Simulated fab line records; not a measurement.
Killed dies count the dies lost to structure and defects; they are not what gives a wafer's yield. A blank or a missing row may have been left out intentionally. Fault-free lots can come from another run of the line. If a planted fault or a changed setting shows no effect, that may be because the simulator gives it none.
Which tool is to blame?	flow n5Finfet	30 wafers from 10 lots sampled at 2 of the route's 1938 steps

== WHAT EACH GAUGE READ, for each wafer ==
N5_BEOL_M6_CD_MEAS_18: pitch 80 nm, target cd 40 nm. Usual: cdNm at 40.1 nm, with a standard deviation of 0.52.
lot	measured	on	cdNm (nm)	flag
L980	day 8 23:13	cdSem-03	40.3 40.6 40.2	
L979	day 8 23:28	cdSem-03	40.0 39.8 40.1	
L982	day 9 21:17	cdSem-02	41.6 41.0 40.8	
L983	day 10 01:24	cdSem-03	39.2 39.6 40.1	
L988	day 10 23:29	cdSem-02	41.1 40.4 40.6	
L991	day 11 16:17	cdSem-01	39.7 39.8 39.2	
L994	day 12 15:10	cdSem-03	40.3 39.6 40.0	
L995	day 13 09:59	cdSem-03	40.3 40.1 40.0	
L997	day 13 13:13	cdSem-03	40.6 40.5 40.1	
L998	day 14 04:41	cdSem-02	40.1 40.4 40.1	

== EACH LOT AND THE TOOL THAT RAN IT (in order: tool; ch and the chambers of the sampled wafers; start) ==
lot	N5_BEOL_M6_HM_OPEN_17
L980	rieMetal-03 ch 0,1, day 8 23:02
L979	rieMetal-03 ch 0,1, day 8 23:17
L982	rieMetal-02 ch 0,1, day 9 20:54
L983	rieMetal-03 ch 0,1, day 10 01:10
L988	rieMetal-02 ch 0,1, day 10 23:18
L991	rieMetal-01 ch 0,1, day 11 16:05
L994	rieMetal-01 ch 0,1, day 12 14:58
L995	rieMetal-02 ch 0,1, day 13 09:47
L997	rieMetal-03 ch 0,1, day 13 13:02
L998	rieMetal-03 ch 0, day 14 04:25
- N5_BEOL_M6_HM_OPEN_17: chemistry Cl2/BCl3, target TiN, target depth 20 nm, overetch 6 nm.

== WHAT THE TOOLS THEMSELVES READ (means of the sampled wafers that have a number; where no wafer has one, the mark that the record gives instead) ==
N5_BEOL_M6_HM_OPEN_17. Usual: drypumpMotorCurrentA 5.7 A, standard deviation 0.5; oes_ar_750_au 0.73 a.u., standard deviation 0.11; oesProductAu 0.63 a.u., standard deviation 0.098; throttleValvePct 22.12 %, standard deviation 0.23.
lot	tool	drypumpMotorCurrentA (A)	oes_ar_750_au (a.u.)	oesProductAu (a.u.)	throttleValvePct (%)	flag
L980	rieMetal-03	5.5	0.63	0.55	22.38	
L979	rieMetal-03	5.6	0.62	0.53	22.37	
L982	rieMetal-02	5.5	0.69	0.59	21.97	
L983	rieMetal-03	5.6	0.61	0.53	22.36	
L988	rieMetal-02	5.4	0.75	0.65	22.00	
L991	rieMetal-01	6.2	0.83	0.71	21.94	
L994	rieMetal-01	6.3	0.82	0.70	21.95	
L995	rieMetal-02	5.5	0.89	0.77	21.80	
L997	rieMetal-03	5.5	0.70	0.62	22.30	
L998	rieMetal-03	5.4	0.61	0.53	22.46	

== THE ANSWER, worked out from the rows above alone ==
Rule: take the mean of a lot's wafers that have a number; if it is more than 3 standard deviations from the usual mean, the lot is off. Also off: a lot with no number at a reading for which 4 or more lots have one. The other lots that the step has rows for count as sound. Order of review: gauges by route order, followed by the tools' own readings, for which a lot's mean as printed above is used. The first step at which some lot is off is used, and at that step the reading that is off furthest; a lot without a number counts as furthest.
Nothing can be told from this: no lot is off at any reading shown.

== WHAT WAS PUT IN BY THE SIMULATOR ==
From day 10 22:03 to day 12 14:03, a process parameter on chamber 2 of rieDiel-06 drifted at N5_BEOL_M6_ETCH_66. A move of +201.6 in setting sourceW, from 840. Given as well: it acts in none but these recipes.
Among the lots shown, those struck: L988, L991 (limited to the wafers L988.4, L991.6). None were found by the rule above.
